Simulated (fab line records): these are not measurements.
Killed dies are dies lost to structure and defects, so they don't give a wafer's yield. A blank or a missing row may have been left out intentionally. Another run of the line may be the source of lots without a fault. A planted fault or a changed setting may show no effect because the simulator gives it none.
fab line records | flow n5_finfet
record: lots: 10 | wafers: 30 | last_day: 17
route steps=1938 shown BEOL_M4@1111 BEOL_M5@1178 BEOL_M6@1197 PASSIVATION@1936
lots that met no fault: taken from a fault-free run of the same line
start_h: hours from the record's opening day to when the first of the lot's shown wafers began | wait_h: hours elapsed since this lot's preceding step | " identical to the entry in the row above | L1.1+2: one row covering several wafers at once | - either no value or no given start | * or withheld: withheld | < > ~ a bound
route shown NAME@n: names a module that has steps shown in the file, with the first one's number in the route | usual: the fault-free wafers' mean and standard deviation | same: alike in all rows | chamber/n: place in a boat | sites: the reading at each site | _std_site: the values' standard deviation | _edge_site: the outer-site mean with the inner-site mean subtracted | radius_mm: for every site, how far away it sits from the centre of the wafer | mask NAME#n: copy n | behind: tool/chamber where the wafer was last shaped | hold: reason for holding the lot/hours on hold/outcome of the hold | device: whichever transistor did not switch (one of n, p or np) | end of line: the tests these same wafers got at the end of their route | a step without rows: its recipe alone | killed: count of dies lost to structure and defects at first sort (not the wafer's yield) | map: dies across one wafer; x = killed, . = not, _ = none there
set.NAME: setting as actually run; set.NAME@STEP: the setting as run at that earlier step | model.NAME: the simulator's own value behind a step, which no gauge read
route steps across a sampled set of lots; one table per step, one row per wafer
services: a tool's chamber out of use, with start hour (start_h, from the record's first day; less than 0 if before it), hours out, and reason
== steps ==
step: N5_BEOL_M4_RC_MEAS_101
usual: DIBL_N: 36.4/1.5 | DIBL_P: 36.6/1.9 | IOFF_N: 0.155/0.021 | IOFF_P: 0.211/0.028 | ION_N: 671/8.6 | ION_P: 462/5.8 | SS_N: 71.5/0.5 | SS_P: 73.4/0.58 | VT_N: 250.1/2.4 | VT_P: -250.1/3
lot.wafer | tool      | chamber | start_h | wait_h | DIBL_N[mV/V] | DIBL_P[mV/V] | IOFF_N[nA/um] | IOFF_P[nA/um] | ION_N[uA/um] | ION_P[uA/um] | SS_N[mV/dec] | SS_P[mV/dec] | VT_N[mV] | VT_P[mV]
L657.1    | prober-01 | 0       | 178.75  | 0.0    | 36.4         | 37.3         | 0.155         | 0.241         | 671          | 472          | 71.1         | 73.9         | 248.2    | -247.0
L657.2    | "         | 0       | "       | "      | 36.8         | 37.6         | 0.159         | 0.256         | 664          | 466          | 70.7         | 73.5         | 248.4    | -247.3
L657.4    | "         | 0       | "       | "      | 36.8         | 38.0         | 0.158         | 0.251         | 675          | 469          | 71.4         | 74.1         | 250.2    | -246.1
L661.2    | prober-02 | 0       | 207.85  | 0.2    | 36.5         | 36.7         | 0.155         | 0.208         | 673          | 460          | 71.6         | 73.4         | 250.9    | -250.0
L661.5    | "         | 0       | "       | "      | 34.8         | 33.9         | 0.126         | 0.179         | 664          | 459          | 71.2         | 72.0         | 250.4    | -253.1
L661.6    | "         | 0       | "       | "      | 36.1         | 36.1         | 0.144         | 0.205         | 669          | 462          | 71.3         | 73.7         | 252.1    | -252.4
L665.1    | prober-02 | 0       | 230.69  | 0.0    | 35.1         | 37.2         | 0.155         | 0.237         | 672          | 468          | 71.5         | 73.1         | 249.5    | -246.7
L665.3    | "         | 0       | "       | "      | 34.4         | 36.2         | 0.144         | 0.221         | 669          | 458          | 71.2         | 73.0         | 250.6    | -246.5
L665.6    | "         | 0       | "       | "      | 33.7         | 35.3         | 0.133         | 0.204         | 662          | 461          | 71.7         | 72.8         | 252.6    | -252.6
L666.3    | prober-02 | 0       | 237.28  | 0.3    | 38.7         | 38.5         | 0.179         | 0.225         | 667          | 459          | 71.6         | 74.1         | 249.6    | -251.0
L666.4    | "         | 0       | "       | "      | 37.9         | 37.2         | 0.162         | 0.197         | 675          | 458          | 72.3         | 73.1         | 250.2    | -252.6
L666.5    | "         | 0       | "       | "      | 35.8         | 34.8         | 0.128         | 0.170         | 660          | 449          | 71.3         | 73.0         | 255.4    | -253.6
L669.1    | prober-02 | 0       | 244.49  | 0.0    | 36.9         | 36.7         | 0.175         | 0.236         | 675          | 459          | 70.7         | 73.8         | 246.6    | -248.5
L669.3    | "         | 0       | "       | "      | 36.0         | 35.0         | 0.158         | 0.202         | 670          | 460          | 71.4         | 73.5         | 248.5    | -249.7
L669.4    | "         | 0       | "       | "      | 34.8         | 33.6         | 0.136         | 0.183         | 655          | 455          | 71.3         | 72.8         | 252.5    | -252.3
L668.3    | prober-01 | 0       | 244.51  | 0.3    | 36.8         | 35.7         | 0.153         | 0.200         | 669          | 461          | 71.3         | 73.3         | 250.2    | -250.9
L668.5    | "         | 0       | "       | "      | 36.4         | 34.3         | 0.132         | 0.178         | 669          | 457          | 71.5         | 72.7         | 254.0    | -251.9
L668.6    | "         | 0       | "       | "      | 37.2         | 35.9         | 0.162         | 0.203         | 672          | 461          | 72.4         | 72.8         | 247.5    | -250.6
L671.1    | prober-01 | 0       | 273.76  | 0.0    | 37.7         | 37.4         | 0.158         | 0.238         | 669          | 463          | 72.0         | 73.7         | 249.9    | -249.9
L671.3    | "         | 0       | "       | "      | 37.2         | 37.2         | 0.149         | 0.240         | 665          | 462          | 71.5         | 73.4         | 249.9    | -250.2
L671.5    | "         | 0       | "       | "      | 38.2         | 38.3         | 0.169         | 0.260         | 671          | 471          | 71.9         | 73.4         | 249.4    | -246.3
L677.2    | prober-01 | 0       | 297.41  | 0.2    | 32.6         | 33.7         | 0.128         | 0.168         | 670          | 469          | 71.4         | 72.8         | 252.5    | -250.6
L677.4    | "         | 0       | "       | "      | 34.9         | 35.5         | 0.152         | 0.209         | 677          | 471          | 71.3         | 73.7         | 249.9    | -246.6
L677.6    | "         | 0       | "       | "      | 34.2         | 34.8         | 0.143         | 0.188         | 679          | 467          | 71.7         | 73.1         | 251.6    | -253.1
L676.1    | prober-01 | 0       | 303.81  | 0.0    | 39.8         | 41.7         | 0.233         | 0.282         | 702          | 480          | 72.2         | 74.6         | 243.9    | -246.3
L676.4    | "         | 0       | "       | "      | 39.0         | 41.0         | 0.208         | 0.272         | 686          | 467          | 72.0         | 74.7         | 247.7    | -247.1
L676.6    | "         | 0       | "       | "      | 38.5         | 39.3         | 0.171         | 0.232         | 672          | 463          | 71.9         | 73.8         | 251.6    | -249.3
L678.3    | prober-02 | 0       | 308.56  | 0.3    | 37.5         | 37.3         | 0.160         | 0.168         | 675          | 452          | 72.1         | 73.6         | 248.8    | -257.4
L678.4    | "         | 0       | "       | "      | 36.8         | 37.3         | 0.155         | 0.173         | 675          | 458          | 70.9         | 73.6         | 248.2    | -256.5
L678.5    | "         | 0       | "       | "      | 38.2         | 38.1         | 0.175         | 0.183         | 691          | 461          | 71.8         | 73.1         | 247.3    | -256.1
step: N5_BEOL_M5_ANNEAL_82
recipe: temp_c: 400 | time_s: 1800 | ambient: vacuum
usual: heater_power_w: 872/120 | susceptor_temp_C_max: 401.0/0.4
lot.wafer | tool           | chamber | start_h | wait_h | heater_power_w | susceptor_temp_C_max
L657.1    | pvd_sputter-02 | -       | 188.22  | 0.0    | 929            | 401.1
L657.2    | "              | -       | "       | "      | 894            | 401.1
L657.4    | "              | -       | "       | "      | 771            | 401.4
L661.2    | pvd_sputter-02 | -       | 215.55  | 0.0    | 898            | 401.0
L661.5    | "              | -       | "       | "      | 937            | 401.4
L661.6    | "              | -       | "       | "      | 875            | 400.6
L665.1    | pvd_sputter-03 | -       | 238.39  | 0.0    | 1156           | 400.7
L665.3    | "              | -       | "       | "      | 727            | 400.6
L665.6    | "              | -       | "       | "      | 756            | 400.9
L666.3    | pvd_sputter-02 | -       | 245.46  | 0.0    | 773            | 402.1
L666.4    | "              | -       | "       | "      | 879            | 400.5
L666.5    | "              | -       | "       | "      | 785            | 401.5
L669.1    | pvd_sputter-03 | -       | 253.81  | 0.0    | 1134           | 401.0
L669.3    | "              | -       | "       | "      | 733            | 400.4
L669.4    | "              | -       | "       | "      | 760            | 401.2
L668.3    | pvd_sputter-02 | -       | 254.76  | 0.0    | 859            | 400.5
L668.5    | "              | -       | "       | "      | 764            | 401.6
L668.6    | "              | -       | "       | "      | 899            | 401.0
L671.1    | pvd_sputter-02 | -       | 286.24  | 0.0    | 972            | 400.9
L671.3    | "              | -       | "       | "      | 773            | 401.4
L671.5    | "              | -       | "       | "      | 952            | 401.4
L677.2    | pvd_sputter-02 | -       | 304.73  | 0.0    | 908            | 400.7
L677.4    | "              | -       | "       | "      | 882            | 400.6
L677.6    | "              | -       | "       | "      | 896            | 400.9
L676.1    | pvd_sputter-01 | -       | 312.65  | 0.0    | 931            | 401.3
L676.4    | "              | -       | "       | "      | 815            | 400.5
L676.6    | "              | -       | "       | "      | 865            | 400.8
L678.3    | pvd_sputter-02 | -       | 316.85  | 0.0    | 867            | 401.0
L678.4    | "              | -       | "       | "      | 780            | 401.1
L678.5    | "              | -       | "       | "      | 769            | 401.7
step: N5_BEOL_M5_ANNEAL_84
recipe: temp_c: 400 | time_s: 1800 | ambient: vacuum
usual: heater_power_w: 874/120 | susceptor_temp_C_max: 401.0/0.42
lot.wafer | tool           | chamber | start_h | wait_h | heater_power_w | susceptor_temp_C_max
L657.1    | pvd_sputter-02 | -       | 189.31  | 0.0    | 981            | 401.2
L657.2    | "              | -       | "       | "      | 895            | 400.8
L657.4    | "              | -       | "       | "      | 774            | 401.4
L661.2    | pvd_sputter-02 | -       | 216.63  | 0.0    | 893            | 401.4
L661.5    | "              | -       | "       | "      | 949            | 401.3
L661.6    | "              | -       | "       | "      | 887            | 401.2
L665.1    | pvd_sputter-03 | -       | 239.47  | 0.0    | 1139           | 400.8
L665.3    | "              | -       | "       | "      | 747            | 400.7
L665.6    | "              | -       | "       | "      | 727            | 400.6
L666.3    | pvd_sputter-02 | -       | 246.55  | 0.0    | 773            | 401.9
L666.4    | "              | -       | "       | "      | 882            | 400.5
L666.5    | "              | -       | "       | "      | 770            | 401.5
L669.1    | pvd_sputter-03 | -       | 254.89  | 0.0    | 1187           | 401.2
L669.3    | "              | -       | "       | "      | 734            | 400.6
L669.4    | "              | -       | "       | "      | 755            | 400.8
L668.3    | pvd_sputter-02 | -       | 255.85  | 0.0    | 857            | 400.2
L668.5    | "              | -       | "       | "      | 778            | 401.6
L668.6    | "              | -       | "       | "      | 874            | 400.8
L671.1    | pvd_sputter-02 | -       | 287.33  | 0.0    | 971            | 401.4
L671.3    | "              | -       | "       | "      | 751            | 402.3
L671.5    | "              | -       | "       | "      | 953            | 401.0
L677.2    | pvd_sputter-02 | -       | 305.81  | 0.0    | 883            | 401.0
L677.4    | "              | -       | "       | "      | 866            | 400.2
L677.6    | "              | -       | "       | "      | 891            | 400.7
L676.1    | pvd_sputter-01 | -       | 313.74  | 0.0    | 945            | 400.9
L676.4    | "              | -       | "       | "      | 813            | 400.6
L676.6    | "              | -       | "       | "      | 868            | 400.9
L678.3    | pvd_sputter-02 | -       | 317.94  | 0.0    | 876            | 401.0
L678.4    | "              | -       | "       | "      | 785            | 401.7
L678.5    | "              | -       | "       | "      | 790            | 401.5
step: N5_BEOL_M5_ANNEAL_89
recipe: temp_c: 400 | time_s: 1800 | ambient: vacuum
usual: heater_power_w: 872/120 | susceptor_temp_C_max: 401.0/0.41
lot.wafer | tool           | chamber | start_h | wait_h | heater_power_w | susceptor_temp_C_max
L657.1    | pvd_sputter-02 | -       | 190.40  | 0.0    | 928            | 401.0
L657.2    | "              | -       | "       | "      | 905            | 400.9
L657.4    | "              | -       | "       | "      | 776            | 401.9
L661.2    | pvd_sputter-02 | -       | 217.72  | 0.0    | 886            | 400.9
L661.5    | "              | -       | "       | "      | 946            | 400.5
L661.6    | "              | -       | "       | "      | 903            | 400.7
L665.1    | pvd_sputter-03 | -       | 240.56  | 0.0    | 1149           | 400.9
L665.3    | "              | -       | "       | "      | 739            | 400.4
L665.6    | "              | -       | "       | "      | 730            | 400.4
L666.3    | pvd_sputter-02 | -       | 247.64  | 0.0    | 795            | 401.9
L666.4    | "              | -       | "       | "      | 889            | 400.8
L666.5    | "              | -       | "       | "      | 773            | 401.8
L669.1    | pvd_sputter-03 | -       | 255.98  | 0.0    | 1158           | 400.5
L669.3    | "              | -       | "       | "      | 742            | 400.5
L669.4    | "              | -       | "       | "      | 767            | 401.3
L668.3    | pvd_sputter-02 | -       | 256.93  | 0.0    | 858            | 400.7
L668.5    | "              | -       | "       | "      | 775            | 401.3
L668.6    | "              | -       | "       | "      | 896            | 400.7
L671.1    | pvd_sputter-02 | -       | 288.41  | 0.0    | 947            | 401.5
L671.3    | "              | -       | "       | "      | 751            | 401.5
L671.5    | "              | -       | "       | "      | 966            | 401.0
L677.2    | pvd_sputter-02 | -       | 306.90  | 0.0    | 904            | 401.2
L677.4    | "              | -       | "       | "      | 875            | 400.4
L677.6    | "              | -       | "       | "      | 903            | 401.6
L676.1    | pvd_sputter-01 | -       | 314.83  | 0.0    | 947            | 401.1
L676.4    | "              | -       | "       | "      | 815            | 400.8
L676.6    | "              | -       | "       | "      | 862            | 400.9
L678.3    | pvd_sputter-02 | -       | 319.02  | 0.0    | 872            | 400.5
L678.4    | "              | -       | "       | "      | 781            | 401.1
L678.5    | "              | -       | "       | "      | 763            | 401.2
step: N5_BEOL_M6_PECVD_70
recipe: material: SiO2 | target_thk_a: 200 | temp_c: 400 | precursor: TEOS/O2 | pressure_torr: 5.5 | rf_w: 450 | teos_flow_sccm: 53.8 | gas: O2 | flow_sccm: 3000 | time_s: 22.7
usual: chamber_pressure_Torr: 5.499/0.013 | heater_power_outer_w: 425/86 | heater_power_w: 725/120 | rf_fwd_power_W: 444.7/1.6 | showerhead_plenum_p_Torr: 8.81/0.046 | showerhead_vpp_V: 1321/49 | throttle_valve_pct: 22.3/1.1
lot.wafer | tool     | chamber | start_h | wait_h | chamber_pressure_Torr | heater_power_outer_w | heater_power_w | rf_fwd_power_W | showerhead_plenum_p_Torr | showerhead_vpp_V | throttle_valve_pct
L657.1    | pecvd-04 | 0       | 193.34  | 0.0    | 5.502                 | 349                  | 640            | 446.4          | 8.84                     | 1307             | 21.3
L657.2    | "        | 1       | "       | "      | 5.511                 | 545                  | 931            | 447.5          | 8.83                     | 1278             | 23.2
L657.4    | "        | 1       | "       | "      | 5.505                 | 545                  | 907            | 447.3          | 8.81                     | 1276             | 23.3
L661.2    | pecvd-01 | 0       | 221.04  | 0.0    | 5.510                 | 329                  | 608            | 446.2          | 8.83                     | 1384             | 21.6
L661.5    | "        | 2       | "       | "      | 5.497                 | 399                  | 730            | 446.4          | 8.86                     | 1293             | 21.5
L661.6    | "        | 1       | "       | "      | 5.490                 | 425                  | 697            | 443.3          | 8.86                     | 1299             | 22.7
L665.1    | pecvd-01 | 0       | 243.33  | 0.0    | 5.516                 | 332                  | 623            | 446.4          | 8.81                     | 1371             | 21.7
L665.3    | "        | 2       | "       | "      | 5.508                 | 466                  | 793            | 445.5          | 8.84                     | 1312             | 21.6
L665.6    | "        | 1       | "       | "      | 5.538                 | 370                  | 643            | 443.6          | 8.86                     | 1313             | 22.4
L666.3    | pecvd-02 | 2       | 250.69  | 0.1    | -                     | -                    | -              | -              | -                        | -                | -
L666.4    | "        | 0       | "       | "      | -                     | -                    | -              | -              | -                        | -                | -
L666.5    | "        | 1       | "       | "      | -                     | -                    | -              | -              | -                        | -                | -
L669.1    | pecvd-01 | 1       | 258.72  | 0.0    | -                     | -                    | -              | -              | -                        | -                | -
L669.3    | "        | 2       | "       | "      | -                     | -                    | -              | -              | -                        | -                | -
L669.4    | "        | 2       | "       | "      | -                     | -                    | -              | -              | -                        | -                | -
L668.3    | pecvd-02 | 2       | 259.98  | 0.0    | -                     | -                    | -              | -              | -                        | -                | -
L668.5    | "        | 2       | "       | "      | -                     | -                    | -              | -              | -                        | -                | -
L668.6    | "        | 0       | "       | "      | -                     | -                    | -              | -              | -                        | -                | -
L671.1    | pecvd-01 | 2       | 291.63  | 0.0    | 5.506                 | 425                  | 769            | 444.4          | 8.87                     | 1308             | 21.9
L671.3    | "        | 1       | "       | "      | 5.494                 | 407                  | 689            | 442.8          | 8.85                     | 1296             | 22.2
L671.5    | "        | 1       | "       | "      | 5.495                 | 410                  | 660            | 442.0          | 8.83                     | 1312             | 22.6
L677.2    | pecvd-01 | 0       | 310.34  | 0.0    | 5.483                 | 323                  | 593            | 446.8          | 8.82                     | 1348             | 22.1
L677.4    | "        | 0       | "       | "      | 5.493                 | 324                  | 588            | 445.8          | 8.83                     | 1396             | 21.9
L677.6    | "        | 2       | "       | "      | 5.493                 | 413                  | 746            | 444.3          | 8.85                     | 1290             | 21.5
L676.1    | pecvd-02 | 0       | 318.20  | 0.0    | 5.488                 | 393                  | 718            | 443.5          | 8.73                     | 1398             | 23.6
L676.4    | "        | 0       | "       | "      | 5.494                 | 394                  | 714            | 442.3          | 8.72                     | 1421             | 23.9
L676.6    | "        | 1       | "       | "      | 5.496                 | 409                  | 713            | 444.4          | 8.80                     | 1240             | 23.9
L678.3    | pecvd-01 | 0       | 322.26  | 0.0    | 5.510                 | 349                  | 621            | 447.3          | 8.84                     | 1359             | 21.4
L678.4    | "        | 2       | "       | "      | 5.512                 | 456                  | 838            | 444.2          | 8.85                     | 1311             | 21.6
L678.5    | "        | 0       | "       | "      | 5.513                 | 352                  | 604            | 447.2          | 8.82                     | 1378             | 21.7
step: N5_PASSIVATION_PROBE_49
usual: defect_limited_yield: 91.5/1.4 | killed_at_M0_to_M3: 33/10 | killed_at_M4_up: 13/5 | killed_at_contacts: 13/5.6 | killed_at_front_end: 38/12 | killed_at_other: 3.9/2.7 | killed_dies: 100/16 | killed_on_rim: 13/4 | killed_open: 66/13 | killed_short: 32/7.2 | sort_bin_5_function: 5.0/0.97 | sort_bin_6_memory: 3.2/0.61 | sort_n_pass: 1080/16 | sort_yield_pct: 91.5/1.4
same: gross_dies: 1180 | killed_at_back_side: 0 | sort_bin_4_leakage[%]: 0 | sort_bin_8_speed[%]: 0
lot.wafer | tool      | chamber | start_h | wait_h | defect_limited_yield[%] | killed_at_M0_to_M3 | killed_at_M4_up | killed_at_contacts | killed_at_front_end | killed_at_other | killed_dies | killed_on_rim | killed_open | killed_short | sort_bin_5_function[%] | sort_bin_6_memory[%] | sort_n_pass | sort_yield_pct[%]
L661.2    | prober-01 | -       | 309.61  | 0.1    | 91.8                    | 42                 | 12              | 19                 | 21                  | 3               | 97          | 15            | 67          | 29           | 4.8                    | 3.1                  | 1083        | 91.8
L661.5    | prober-01 | -       | 309.76  | 0.2    | 93.3                    | 31                 | 7               | 5                  | 24                  | 12              | 79          | 8             | 44          | 35           | 3.7                    | 2.4                  | 1101        | 93.3
L661.6    | prober-01 | -       | 309.81  | 0.3    | 93.4                    | 21                 | 4               | 14                 | 33                  | 6               | 78          | 12            | 45          | 33           | 3.7                    | 2.5                  | 1102        | 93.4
L665.1    | prober-02 | -       | 327.12  | 0.0    | 92.8                    | 21                 | 21              | 15                 | 25                  | 3               | 85          | 14            | 63          | 21           | 4.0                    | 3.1                  | 1095        | 92.8
L665.3    | prober-02 | -       | 327.22  | 0.1    | 91.3                    | 36                 | 13              | 12                 | 41                  | 1               | 103         | 21            | 61          | 40           | 4.8                    | 3.6                  | 1077        | 91.3
L665.6    | prober-02 | -       | 327.37  | 0.3    | 90.0                    | 27                 | 18              | 23                 | 44                  | 6               | 118         | 14            | 80          | 37           | 6.1                    | 3.6                  | 1062        | 90.0
L666.3    | prober-02 | -       | 336.39  | 0.1    | 64.2                    | 47                 | 330             | 1                  | 42                  | 2               | 422         | 96            | 50          | 48           | 32.8                   | 2.7                  | 758         | 64.2
L666.4    | prober-02 | -       | 336.44  | 0.2    | 63.5                    | 46                 | 313             | 21                 | 43                  | 8               | 431         | 75            | 79          | 40           | 31.4                   | 4.9                  | 749         | 63.5
L666.5    | prober-02 | -       | 336.49  | 0.2    | 65.1                    | 38                 | 327             | 9                  | 28                  | 10              | 412         | 16            | 75          | 25           | 31.5                   | 3.1                  | 768         | 65.1
L668.3    | prober-02 | -       | 342.83  | 0.1    | 64.3                    | 39                 | 321             | 6                  | 50                  | 5               | 421         | 100           | 62          | 45           | 31.2                   | 4.0                  | 759         | 64.3
L668.5    | prober-02 | -       | 342.93  | 0.2    | 66.4                    | 26                 | 305             | 7                  | 55                  | 3               | 396         | 92            | 48          | 47           | 29.8                   | 3.2                  | 784         | 66.4
L668.6    | prober-02 | -       | 342.98  | 0.3    | 63.1                    | 27                 | 339             | 13                 | 51                  | 5               | 435         | 76            | 65          | 43           | 32.1                   | 4.3                  | 745         | 63.1
L669.1    | prober-01 | -       | 346.67  | 0.0    | 64.6                    | 44                 | 327             | 8                  | 37                  | 2               | 418         | 18            | 60          | 38           | 31.8                   | 3.3                  | 762         | 64.6
L669.3    | prober-01 | -       | 346.77  | 0.1    | 63.3                    | 39                 | 337             | 16                 | 37                  | 4               | 433         | 18            | 78          | 27           | 33.6                   | 2.8                  | 747         | 63.3
L669.4    | prober-01 | -       | 346.82  | 0.2    | 64.3                    | 25                 | 346             | 6                  | 42                  | 2               | 421         | 13            | 63          | 22           | 32.0                   | 3.6                  | 759         | 64.3
killed by level:class
L661.2 MOL_CONTACT_COAG:geometric_particle:open=18 BEOL_M1:geometric_particle:open=13 BEOL_M0_SAQP:geometric_particle:open=7 BEOL_M4:geometric_particle:open=6 BEOL_M3:geometric_particle:open=5 FIN_SAQP:geometric_particle:short=4 STI_FIN_REVEAL:geometric_particle:open=4 GATE_CUT:geometric_particle:short=4
L661.5 BEOL_M0_SAQP:geometric_particle:short=10 FIN_SAQP:geometric_particle:open=9 PASS1_DEP:geometric_particle:short=8 BEOL_M0_SAQP:geometric_particle:open=7 FIN_SAQP:geometric_particle:short=5 BEOL_M3:geometric_particle:open=5 GATE_CUT:geometric_particle:short=4 MOL_CONTACT_COAG:geometric_particle:open=4
L661.6 FIN_SAQP:geometric_particle:short=12 MOL_CONTACT_COAG:geometric_particle:open=11 FIN_SAQP:geometric_particle:open=9 BEOL_M2:geometric_particle:open=6 BEOL_M1:geometric_particle:open=5 BEOL_M0_SAQP:geometric_particle:open=4 MOL_CONTACT_COAG:geometric_particle:short=3 BEOL_M0_SAQP:geometric_particle:short=3
L665.1 MOL_CONTACT_COAG:geometric_particle:open=11 BEOL_M2:geometric_particle:open=9 BEOL_M4:geometric_particle:open=8 BEOL_M5:geometric_particle:open=6 BEOL_M1:geometric_particle:open=6 FIN_SAQP:geometric_particle:short=4 STI_FIN_REVEAL:geometric_particle:open=4 GATE_CUT:geometric_particle:open=4
L665.3 STI_FIN_REVEAL:geometric_particle:open=12 MOL_CONTACT_COAG:geometric_particle:open=8 FIN_SAQP:geometric_particle:short=7 BEOL_M0_SAQP:geometric_particle:short=7 BEOL_M1:geometric_particle:open=7 BEOL_M4:geometric_particle:open=7 BEOL_M0_SAQP:geometric_particle:open=6 BEOL_M2:geometric_particle:open=5
L665.6 STI_FIN_REVEAL:geometric_particle:open=18 MOL_CONTACT_COAG:geometric_particle:open=17 FIN_SAQP:geometric_particle:short=8 BEOL_M2:geometric_particle:open=7 MOL_CONTACT_COAG:geometric_particle:short=6 BEOL_M3:geometric_particle:open=6 STI_FIN_REVEAL:geometric_particle:short=5 BEOL_M5:geometric_particle:open=5
L666.3 BEOL_M6:area_pecvd=322 BEOL_M0_SAQP:geometric_particle:short=14 GATE_CUT:geometric_particle:short=12 BEOL_M0_SAQP:geometric_particle:open=10 FIN_SAQP:geometric_particle:open=5 FIN_SAQP:geometric_particle:short=5 SPACER0:geometric_particle:short=5 BEOL_M2:geometric_particle:open=5
L666.4 BEOL_M6:area_pecvd=307 MOL_CONTACT_COAG:geometric_particle:open=16 BEOL_M2:geometric_particle:open=15 BEOL_M1:geometric_particle:open=12 SPACER0:geometric_particle:short=7 FIN_SAQP:geometric_particle:short=6 BEOL_M0_SAQP:geometric_particle:open=6 FIN_SAQP:geometric_particle:open=5
L666.5 BEOL_M6:area_pecvd=310 BEOL_M0_SAQP:geometric_particle:open=16 MOL_CONTACT_COAG:geometric_particle:open=8 BEOL_M0_SAQP:geometric_particle:short=8 FIN_SAQP:geometric_particle:open=6 BEOL_M2:geometric_particle:open=6 BEOL_M5:geometric_particle:open=5 STI_FIN_REVEAL:geometric_particle:open=4
L668.3 BEOL_M6:area_pecvd=312 FIN_SAQP:geometric_particle:short=11 STI_FIN_REVEAL:geometric_particle:open=11 BEOL_M0_SAQP:geometric_particle:short=11 BEOL_M0_SAQP:geometric_particle:open=10 FIN_SAQP:geometric_particle:open=8 BEOL_M2:geometric_particle:open=6 BEOL_M5:geometric_particle:open=5
L668.5 BEOL_M6:area_pecvd=299 BEOL_M0_SAQP:geometric_particle:short=15 FIN_SAQP:geometric_particle:short=14 FIN_SAQP:geometric_particle:open=11 STI_FIN_REVEAL:geometric_particle:open=10 GATE_CUT:geometric_particle:short=7 MOL_CONTACT_COAG:geometric_particle:open=6 BEOL_M0_SAQP:geometric_particle:open=5
L668.6 BEOL_M6:area_pecvd=326 FIN_SAQP:geometric_particle:open=14 STI_FIN_REVEAL:geometric_particle:open=10 FIN_SAQP:geometric_particle:short=9 MOL_CONTACT_COAG:geometric_particle:open=9 BEOL_M0_SAQP:geometric_particle:open=7 BEOL_M0_SAQP:geometric_particle:short=7 GATE_CUT:geometric_particle:open=6
L669.1 BEOL_M6:area_pecvd=320 BEOL_M0_SAQP:geometric_particle:short=15 STI_FIN_REVEAL:geometric_particle:open=13 BEOL_M0_SAQP:geometric_particle:open=13 GATE_CUT:geometric_particle:short=8 FIN_SAQP:geometric_particle:short=6 MOL_CONTACT_COAG:geometric_particle:open=6 BEOL_M3:geometric_particle:open=5
L669.3 BEOL_M6:area_pecvd=328 MOL_CONTACT_COAG:geometric_particle:open=16 BEOL_M3:geometric_particle:open=12 STI_FIN_REVEAL:geometric_particle:open=9 DUMMY_GATE:geometric_particle:open=8 BEOL_M0_SAQP:geometric_particle:open=8 BEOL_M0_SAQP:geometric_particle:short=6 STARTING-WAFER:geometric_particle:short=5
L669.4 BEOL_M6:area_pecvd=336 STI_FIN_REVEAL:geometric_particle:open=23 MOL_CONTACT_COAG:geometric_particle:open=6 BEOL_M0_SAQP:geometric_particle:short=6 BEOL_M1:geometric_particle:open=5 BEOL_M4:geometric_particle:open=4 BEOL_M0_SAQP:geometric_particle:open=4 BEOL_M3:geometric_particle:open=4
== services ==
tool     | chamber | start_h | hours | kind
pecvd-04 | 2       | 196.29  | 4.3   | repair
pecvd-04 | 2       | 200.63  | 2.1   | scheduled_down
pecvd-02 | 2       | 202.38  | -     | clean
pecvd-02 | 2       | 202.38  | -     | consumable_replace:showerhead
pecvd-02 | 2       | 202.38  | 29.0  | scheduled_down
pecvd-02 | 2       | 202.38  | 29.0  | vent_cycle
pecvd-04 | 0       | 202.76  | 5.5   | scheduled_down
pecvd-04 | 0       | 208.30  | 5.5   | scheduled_down
pecvd-04 | 0       | 218.92  | 5.0   | scheduled_down
pecvd-01 | 2       | 232.62  | 4.2   | repair
pecvd-02 | 2       | 252.90  | 2.1   | scheduled_down
pecvd-02 | 0       | 261.04  | 21.4  | repair
pecvd-04 | 1       | 264.91  | 2.1   | scheduled_down
pecvd-02 | 2       | 292.28  | 5.5   | scheduled_down
pecvd-04 | 0       | 295.89  | 2.1   | scheduled_down
pecvd-02 | 1       | 319.14  | 5.5   | scheduled_down
== key ==
first_sign: step: N5_BEOL_M6_PECVD_70 | reading: tool_record | direction: missing
effect: step: N5_PASSIVATION_PROBE_49 | reading: killed_at_M4_up | direction: up | sigmas: 63 | usual: 13 | struck: 327
more_kills_born_at: N5_BEOL_M6_PECVD_70@pecvd-02: 1875 | N5_BEOL_M6_PECVD_70@pecvd-01: 983
met_at N5_BEOL_M6_PECVD_70
struck_lots L666,L668,L669
not_acting_at N5_BEOL_M5_ANNEAL_82,N5_BEOL_M5_ANNEAL_84,N5_BEOL_M5_ANNEAL_89
onset_between 243.33 250.69
fault: kind: skipped_step_whole | tool: pecvd-01,pecvd-02 | chamber: - | onset_h: 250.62 | steps: N5_BEOL_M6_PECVD_70 | scope: struck_lots_only
